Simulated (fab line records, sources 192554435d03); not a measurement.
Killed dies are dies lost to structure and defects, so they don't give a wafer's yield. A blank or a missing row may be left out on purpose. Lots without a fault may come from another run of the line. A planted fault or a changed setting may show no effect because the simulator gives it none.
Which tool did it? | flow n5_finfet | 7 lots, 21 wafers sampled, at 8 steps of a route of 1938

WHAT THE GAUGES READ, wafer by wafer
N5_MOL_CONTACT_COAG_THK_MEAS_29. Usual: MD_CAP_THK 17.91 nm, standard deviation 0.075.
lot  | measured     | on            | MD_CAP_THK (nm)   | flag
L373 | day 6 09:31  | film_metro-01 | 17.95 18.02 17.82 |
L376 | day 7 08:00  | film_metro-02 | 17.79 17.88 17.90 |
L379 | day 8 05:51  | film_metro-02 | 17.98 17.97 30.05 | OFF
L380 | day 8 09:46  | film_metro-01 | 17.98 17.90 17.85 |
L382 | day 8 18:04  | film_metro-01 | 17.82 30.01 29.99 | OFF
L389 | day 10 10:01 | film_metro-01 | 17.83 17.93 17.87 |
L391 | day 10 18:01 | film_metro-02 | 17.79 17.82 17.91 |

N5_BEOL_M4_RC_MEAS_101. Usual: DIBL_N 36.3 mV/V, standard deviation 1.4; DIBL_P 35.7 mV/V, standard deviation 1.5; IOFF_N 0.155 nA/um, standard deviation 0.022; IOFF_P 0.204 nA/um, standard deviation 0.027; ION_N 671 uA/um, standard deviation 9; ION_P 459 uA/um, standard deviation 6.2; SS_N 71.5 mV/dec, standard deviation 0.54; SS_P 73.1 mV/dec, standard deviation 0.56; VT_N 250.2 mV, standard deviation 2.6; VT_P -251 mV, standard deviation 3.3.
lot  | measured     | on        | DIBL_N (mV/V)  | DIBL_P (mV/V)  | IOFF_N (nA/um)    | IOFF_P (nA/um)    | ION_N (uA/um) | ION_P (uA/um) | SS_N (mV/dec)  | SS_P (mV/dec)  | VT_N (mV)         | VT_P (mV)      | flag
L373 | day 9 00:10  | prober-01 | 37.8 35.7 36.8 | 37.2 35.6 37.0 | 0.193 0.148 0.185 | 0.243 0.210 0.239 | 674 670 691   | 465 464 470   | 71.1 70.6 71.4 | 74.0 73.3 73.5 | 246.9 250.1 247.2 | -246 -248 -246 |
L376 | day 10 10:51 | prober-02 | 36.4 34.9 34.9 | 36.7 36.1 34.9 | 0.169 0.154 0.147 | 0.245 0.230 0.223 | 676 679 675   | 467 466 468   | 71.6 71.5 71.6 | 73.9 73.3 72.8 | 246.8 247.3 252.1 | -246 -245 -246 |
L379 | day 11 00:20 | prober-01 | 38.0 35.7 35.8 | 37.9 35.1 35.1 | 0.180 0.140 0.141 | 0.227 0.175 0.172 | 677 677 655   | 463 456 449   | 71.9 71.7 71.4 | 73.6 73.2 72.9 | 247.7 252.3 253.1 | -250 -255 -254 |
L380 | day 11 16:56 | prober-01 | 35.5 35.8 34.5 | 37.0 36.9 36.1 | 0.149 0.160 0.144 | 0.189 0.193 0.182 | 677 672 668   | 458 457 454   | 71.5 71.5 71.3 | 73.8 72.9 73.4 | 249.4 250.1 250.6 | -251 -254 -250 |
L382 | day 11 13:34 | prober-01 | 36.8 36.0 35.6 | 34.0 33.6 33.8 | 0.151 0.138 0.136 | 0.169 0.161 0.166 | 666 667 671   | 454 451 457   | 71.4 71.5 71.4 | 72.9 72.5 73.1 | 248.8 253.7 252.2 | -257 -254 -256 |
L389 | day 13 06:14 | prober-02 | 37.1 36.2 37.1 | 36.6 35.7 37.5 | 0.183 0.157 0.176 | 0.232 0.210 0.248 | 679 667 677   | 465 458 468   | 71.5 71.2 71.0 | 72.9 72.2 73.3 | 246.5 250.3 246.7 | -248 -249 -245 |
L391 | day 13 19:38 | prober-01 | 35.3 37.3 35.1 | 34.7 35.9 34.5 | 0.137 0.166 0.135 | 0.179 0.192 0.178 | 669 671 668   | 460 452 457   | 71.7 71.9 71.5 | 72.8 72.1 72.3 | 250.5 249.3 253.9 | -255 -252 -253 |

WHICH TOOL RAN EACH LOT (tool, then ch and the chambers of the sampled wafers, then the start)
lot  | N5_HKMG_FIN_W_FILL_22        | N5_GATE_CUT_ETCH_58               | N5_GATE_CUT_SAC_CAP_01            | N5_GATE_CUT_CMP_02            | N5_GATE_CUT_ETCH_19                | N5_MOL_CONTACT_COAG_ETCH_47
L373 | cvd_w-02 ch 0,1, day 5 15:23 | rie_diel-04 ch 0,3, day 5 16:43   | ald_sin-02 ch 0,2, day 5 18:18    | cmp-03 ch 0,3, day 5 20:52    | rie_diel-06 ch 0,1, day 5 21:55    | rie_diel-03 ch 0,3, day 6 11:46
L376 | cvd_w-02 ch 0, day 6 13:40   | rie_diel-06 ch 0,2,3, day 6 14:49 | ald_sin-02 ch 1,3, day 6 15:08    | cmp-03 ch 0,1,2, day 6 17:26  | rie_diel-04 ch 0,1,2, day 6 18:38  | rie_diel-01 ch 0,2,3, day 7 10:46
L379 | cvd_w-02 ch 0,1, day 7 10:29 | rie_diel-02 ch 2,3, day 7 11:40   | ald_sin-02 ch 0,3, day 7 12:11    | cmp-03 ch 0,1,2, day 7 14:27  | rie_diel-06 ch 0,1,3, day 7 15:33  | rie_diel-01 ch 1,2, day 8 08:00
L380 | cvd_w-01 ch 0,1, day 7 14:53 | rie_diel-02 ch 0,2, day 7 16:02   | ald_sin-04 ch 1,3, day 7 16:22    | cmp-02 ch 0,2, day 7 18:46    | rie_diel-02 ch 0,2, day 7 19:58    | rie_diel-01 ch 1,2, day 8 13:19
L382 | cvd_w-02 ch 0,1, day 7 22:06 | rie_diel-02 ch 0,2,3, day 7 23:14 | ald_sin-02 ch 2,3, day 7 23:59    | cmp-04 ch 0,1, day 8 02:16    | rie_diel-02 ch 0,1, day 8 03:34    | rie_diel-05 ch 0,1,2, day 8 21:53
L389 | cvd_w-02 ch 0,1, day 9 15:46 | rie_diel-06 ch 1,2,3, day 9 16:55 | ald_sin-01 ch 0,2,3, day 9 17:13  | cmp-02 ch 0,1,3, day 9 19:29  | rie_diel-06 ch 0,2,3, day 9 20:41  | rie_diel-05 ch 0,3, day 10 11:38
L391 | cvd_w-02 ch 0,1, day 9 23:43 | rie_diel-04 ch 1,2, day 10 00:52  | ald_sin-01 ch 0,2,3, day 10 01:11 | cmp-03 ch 0,1,3, day 10 03:32 | rie_diel-06 ch 0,1,2, day 10 04:43 | rie_diel-01 ch 0,1,3, day 10 21:03
- N5_HKMG_FIN_W_FILL_22: material W, target thk 60 nm, time 18.2 s.
- N5_GATE_CUT_ETCH_58: etches SiNx in CH3F/O2, target depth 17 nm, time 128.6 s.
- N5_GATE_CUT_SAC_CAP_01: material SiNx, target thk 24 nm, pulse time 1 s, ald cycles 480.
- N5_GATE_CUT_CMP_02: polishes, stops on SiO2, t overpolish 12.7 s, target thk 0 nm.
- N5_GATE_CUT_ETCH_19: etches SiNx in CH3F/O2, target depth 53.7 nm, time 76.7 s.
- N5_MOL_CONTACT_COAG_ETCH_47: etches SiNx in CH3F/O2, stops on W, target depth 27 nm.

WHAT THE TOOLS THEMSELVES READ (means of the sampled wafers that have a number; where no wafer has one, the mark that the record gives instead)
N5_HKMG_FIN_W_FILL_22. Usual: heater_power_w 897 W, standard deviation 58; throttle_valve_pct 19.7 %, standard deviation 0.61.
lot  | tool     | heater_power_w (W) | throttle_valve_pct (%) | flag
L373 | cvd_w-02 | 917                | 20.0                   |
L376 | cvd_w-02 | 892                | 20.2                   |
L379 | cvd_w-02 | 905                | 20.2                   |
L380 | cvd_w-01 | 826                | 18.9                   |
L382 | cvd_w-02 | 911                | 20.1                   |
L389 | cvd_w-02 | 906                | 20.2                   |
L391 | cvd_w-02 | 908                | 20.3                   |

N5_GATE_CUT_ETCH_58. Usual: O2_flow_sccm 20.00 sccm, standard deviation 0.053; drypump_motor_current_A 5.81 A, standard deviation 0.28; oes_product_au 0.78 a.u., standard deviation 0.084; rf_vpp_V 99.1 V, standard deviation 0.96; showerhead_plenum_p_Torr 2.01 Torr, standard deviation 0.062; throttle_valve_pct 16.41 %, standard deviation 0.29.
lot  | tool        | O2_flow_sccm (sccm) | drypump_motor_current_A (A) | oes_product_au (a.u.) | rf_vpp_V (V) | showerhead_plenum_p_Torr (Torr) | throttle_valve_pct (%) | flag
L373 | rie_diel-04 | 20.01               | 5.70                        | 0.77                  | 98.4         | 2.05                            | 16.56                  |
L376 | rie_diel-06 | 20.02               | 5.93                        | 0.75                  | 97.8         | 2.03                            | 16.51                  |
L379 | rie_diel-02 | 20.02               | 5.39                        | 0.75                  | 99.2         | 1.97                            | 16.27                  |
L380 | rie_diel-02 | 20.00               | 5.56                        | 0.78                  | 98.6         | 1.95                            | 16.28                  |
L382 | rie_diel-02 | 20.01               | 5.67                        | 0.74                  | 99.5         | 1.99                            | 16.42                  |
L389 | rie_diel-06 | 19.99               | 5.97                        | 0.75                  | 99.1         | 2.02                            | 16.45                  |
L391 | rie_diel-04 | 20.01               | 5.94                        | 0.90                  | 99.0         | 2.01                            | 15.92                  |

N5_GATE_CUT_SAC_CAP_01. Usual: heater_power_w 857 W, standard deviation 140; precursor_pulse_height_rel 0.998, standard deviation 0.02.
lot  | tool       | heater_power_w (W) | precursor_pulse_height_rel | flag
L373 | ald_sin-02 | 903                | 1.016                      |
L376 | ald_sin-02 | 833                | 0.991                      |
L379 | ald_sin-02 | 846                | 1.009                      |
L380 | ald_sin-04 | 748                | 0.981                      |
L382 | ald_sin-02 | 1002               | 1.031                      |
L389 | ald_sin-01 | 884                | 1.007                      |
L391 | ald_sin-01 | 894                | 0.997                      |

N5_GATE_CUT_CMP_02. Usual: motor_current_A 9.1 A, standard deviation 0.8; slurry_flow_ml_min 150.0, standard deviation 0.46.
lot  | tool   | motor_current_A (A) | slurry_flow_ml_min | flag
L373 | cmp-03 | 9.2                 | 150.0              |
L376 | cmp-03 | 9.5                 | 149.7              |
L379 | cmp-03 | 9.3                 | 150.2              |
L380 | cmp-02 | 8.0                 | 150.0              |
L382 | cmp-04 | 8.4                 | 150.3              |
L389 | cmp-02 | 9.3                 | 150.3              |
L391 | cmp-03 | 9.5                 | 150.1              |

N5_GATE_CUT_ETCH_19. Usual: O2_flow_sccm 20.00 sccm, standard deviation 0.061; drypump_motor_current_A 5.84 A, standard deviation 0.26; etch_rf_on_time_s 76.5 s, standard deviation 1.3; oes_ar_750_au 0.78 a.u., standard deviation 0.08; oes_product_au 0.67 a.u., standard deviation 0.074; rf_vpp_V 298.6 V, standard deviation 2.4; showerhead_plenum_p_Torr 2.02 Torr, standard deviation 0.063; throttle_valve_pct 16.44 %, standard deviation 0.29.
lot  | tool        | O2_flow_sccm (sccm) | drypump_motor_current_A (A) | etch_rf_on_time_s (s) | oes_ar_750_au (a.u.) | oes_product_au (a.u.) | rf_vpp_V (V) | showerhead_plenum_p_Torr (Torr) | throttle_valve_pct (%) | flag
L373 | rie_diel-06 | 20.01               | 5.87                        | 77.2                  | 0.71                 | 0.60                  | 300.9        | 2.06                            | 16.61                  |
L376 | rie_diel-04 | 20.00               | 5.96                        | 74.5                  | 0.89                 | 0.77                  | 299.2        | 2.06                            | 16.21                  |
L379 | rie_diel-06 | 19.99               | 5.97                        | 74.2                  | 0.73                 | 0.63                  | 301.1        | 2.02                            | 16.52                  |
L380 | rie_diel-02 | 19.99               | 5.83                        | 77.5                  | 0.77                 | 0.65                  | 296.8        | 1.98                            | 16.46                  |
L382 | rie_diel-02 | 19.93               | 5.95                        | 70.3                  | 0.73                 | 0.63                  | 298.9        | 1.99                            | 16.66                  | OFF
L389 | rie_diel-06 | 19.97               | 5.92                        | 76.7                  | 0.74                 | 0.63                  | 299.5        | 2.02                            | 16.58                  |
L391 | rie_diel-06 | 19.92               | 5.85                        | 77.7                  | 0.71                 | 0.59                  | 300.7        | 2.06                            | 16.59                  |

N5_MOL_CONTACT_COAG_ETCH_47. Usual: O2_flow_sccm 20.00 sccm, standard deviation 0.065; drypump_motor_current_A 5.8 A, standard deviation 0.49; etch_rf_on_time_s 31.4 s, standard deviation 0.44; oes_ar_750_au 0.78 a.u., standard deviation 0.076; oes_product_au 0.70 a.u., standard deviation 0.071; rf_vpp_V 296.0 V, standard deviation 2.8; showerhead_plenum_p_Torr 2.02 Torr, standard deviation 0.076; throttle_valve_pct 16.25 %, standard deviation 0.23.
lot  | tool        | O2_flow_sccm (sccm) | drypump_motor_current_A (A) | etch_rf_on_time_s (s) | oes_ar_750_au (a.u.) | oes_product_au (a.u.) | rf_vpp_V (V) | showerhead_plenum_p_Torr (Torr) | throttle_valve_pct (%) | flag
L373 | rie_diel-03 | 19.98               | 6.3                         | 30.9                  | 0.84                 | 0.75                  | 294.0        | 1.94                            | 16.19                  |
L376 | rie_diel-01 | 19.95               | 5.3                         | 31.2                  | 0.78                 | 0.70                  | 299.9        | 2.09                            | 16.08                  |
L379 | rie_diel-01 | 20.01               | 5.6                         | 38.0                  | 0.79                 | 0.70                  | 298.2        | 2.05                            | 16.16                  | OFF
L380 | rie_diel-01 | 19.92               | 5.6                         | 31.3                  | 0.78                 | 0.70                  | 297.4        | 2.05                            | 16.15                  |
L382 | rie_diel-05 | 19.99               | 5.9                         | 44.6                  | 0.71                 | 0.64                  | 294.5        | 2.00                            | 16.48                  | OFF
L389 | rie_diel-05 | 20.03               | 5.3                         | 31.9                  | 0.71                 | 0.62                  | 295.8        | 2.03                            | 16.52                  |
L391 | rie_diel-01 | 20.01               | 5.6                         | 31.4                  | 0.80                 | 0.72                  | 297.9        | 2.01                            | 16.05                  |

THE ANSWER, worked out from the rows above alone
Rule: a lot is off if the mean of its wafers that have a number lies more than 3 standard deviations from the usual mean. A lot without any number at a reading at which 4 lots or more have one is off too. The other lots that the step has rows for count as sound. The gauges are gone through in route order, then the tools' own readings, and for those a lot's mean is taken as printed above. The first step at which some lot is off is used, and at that step the reading that is off furthest; a lot without a number counts as furthest.
Off: L379, L382, at N5_MOL_CONTACT_COAG_THK_MEAS_29 (MD_CAP_THK).
A tool fits if, at a process step before that reading, it ran every lot that is off, and no sound lot after the first of them. The gauges at N5_MOL_CONTACT_COAG_THK_MEAS_29 aren't tried: what is off there is off at N5_MOL_CONTACT_COAG_ETCH_47 too, on other tools, and a gauge's error can't cause that. One fits: ald_sin-02 at N5_GATE_CUT_SAC_CAP_01. Its last sound lot is L376 (day 6 15:08), its first lot that is off L379 (day 7 12:11): a fault that began between those two fits.

WHAT THE SIMULATOR HAD PUT IN
Process parameter drift: ald_sin-02, from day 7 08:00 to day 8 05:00, at N5_GATE_CUT_SAC_CAP_01. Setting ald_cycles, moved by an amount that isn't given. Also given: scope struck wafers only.
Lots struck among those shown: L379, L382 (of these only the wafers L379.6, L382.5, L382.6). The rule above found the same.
